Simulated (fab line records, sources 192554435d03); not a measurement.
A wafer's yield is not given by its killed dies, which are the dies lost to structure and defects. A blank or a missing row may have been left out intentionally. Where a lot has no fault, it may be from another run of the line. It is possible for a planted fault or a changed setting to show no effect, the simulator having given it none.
Chamber matching / flow n5 finfet / ald sin-02 running N5_FIN_SAQP_SPACER2_ALD_28: 4 sister chambers
The step deposits SiO2, target thk 8.1 nm, pulse time 1 s, purge time 2 s. 4 wafers are shown with their chamber, then 12 later ones without.

## WAFERS, EACH WITH ITS CHAMBER
wafer=L084.6; chamber=2; heater power w (W)=491
wafer=L085.3; chamber=3; heater power w (W)=568
wafer=L087.4; chamber=0; heater power w (W)=456
wafer=L087.6; chamber=1; heater power w (W)=425

## WAFERS WITHOUT THEIR CHAMBER
wafer=L088.1; heater power w (W)=428
wafer=L088.3; heater power w (W)=471
wafer=L088.5; heater power w (W)=482
wafer=L090.2; heater power w (W)=561
wafer=L090.3; heater power w (W)=420
wafer=L090.4; heater power w (W)=482
wafer=L091.2; heater power w (W)=466
wafer=L091.3; heater power w (W)=429
wafer=L091.5; heater power w (W)=551
wafer=L095.1; heater power w (W)=434
wafer=L095.3; heater power w (W)=554
wafer=L095.5; heater power w (W)=561

## CHAMBER TAKEN BY EACH
wafer=L088.1; from the rows above=1; in truth=1
wafer=L088.3; from the rows above=can't be placed: 0 or 2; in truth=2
wafer=L088.5; from the rows above=can't be placed: 2 or 0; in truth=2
wafer=L090.2; from the rows above=3; in truth=3
wafer=L090.3; from the rows above=1; in truth=1
wafer=L090.4; from the rows above=can't be placed: 2 or 0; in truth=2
wafer=L091.2; from the rows above=can't be placed: 0 or 2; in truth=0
wafer=L091.3; from the rows above=1; in truth=1
wafer=L091.5; from the rows above=3; in truth=3
wafer=L095.1; from the rows above=can't be placed: 1 or 0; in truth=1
wafer=L095.3; from the rows above=3; in truth=3
wafer=L095.5; from the rows above=3; in truth=3
7 of 12 placed correctly. These rows do not allow placing 5 (true chamber among the candidates in 5). Wrongly placed: 0.
How it was worked out, from the rows above alone: a wafer's distance from a chamber is the root of the sum, over the readings, of the square of ((its reading less the chamber's mean) divided by the reading's scatter). The wafer belongs to the nearest chamber; if the next one is less than 2 further off, it can't be placed. The mean given for a chamber averages the wafers shown for that chamber. The scatter (one wafer shown for each chamber): square how far every hidden wafer sits from the nearest shown wafer, average those squares and take the square root.
